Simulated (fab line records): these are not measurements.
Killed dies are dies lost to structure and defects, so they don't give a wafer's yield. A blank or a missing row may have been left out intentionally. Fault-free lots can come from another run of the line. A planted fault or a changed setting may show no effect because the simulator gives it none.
Chamber matching | flow nand_harc | ald_metal-04 running NHARC_P_CONTACT_ALD_22: 4 sister chambers
The step deposits TiN, target thk 3 nm, pulse time 1 s, ald cycles 150. 8 wafers are shown with their chamber, then 7 later ones without.

## WAFERS, EACH WITH ITS CHAMBER
wafer  | chamber | heater_power_w (W) | susceptor_temp_C (C)
L266.5 | 3       | 1118               | 449.71
L271.2 | 2       | 1259               | 449.93
L271.5 | 1       | 1006               | 450.06
L272.4 | 2       | 1247               | 449.79
L272.5 | 0       | 905                | 450.21
L272.6 | 1       | 968                | 450.01
L281.2 | 0       | 912                | 449.53
L281.5 | 3       | 1086               | 450.16

## WAFERS WHOSE CHAMBER IS MISSING
wafer  | heater_power_w (W) | susceptor_temp_C (C)
L281.6 | 947                | 449.40
L282.2 | 1107               | 450.10
L282.3 | 1266               | 450.15
L282.6 | 1241               | 450.00
L288.2 | 1033               | 450.01
L288.4 | 969                | 450.01
L288.6 | 1227               | 450.33

## CHAMBER TAKEN BY EACH
wafer  | from the rows above     | in truth
L281.6 | can't be placed: 0 or 1 | 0
L282.2 | 3                       | 3
L282.3 | 2                       | 2
L282.6 | 2                       | 2
L288.2 | can't be placed: 1 or 3 | 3
L288.4 | 1                       | 1
L288.6 | 2                       | 2
Correctly placed: 5 of 7. These rows do not allow placing 2 (true chamber among the candidates in 2). Wrongly placed: 0.
How it was worked out, from the rows above alone: a wafer's distance from a chamber is the root of the sum, over the readings, of the square of ((its reading less the chamber's mean) divided by the reading's scatter). The wafer belongs to the nearest chamber; if the next one is less than 2 further off, it can't be placed. The mean given for a chamber averages the wafers shown for that chamber. How the scatter is found: for the shown wafers, subtract from each reading the mean of its chamber, square and add these, divide the total by (wafers less chambers), then take the root.
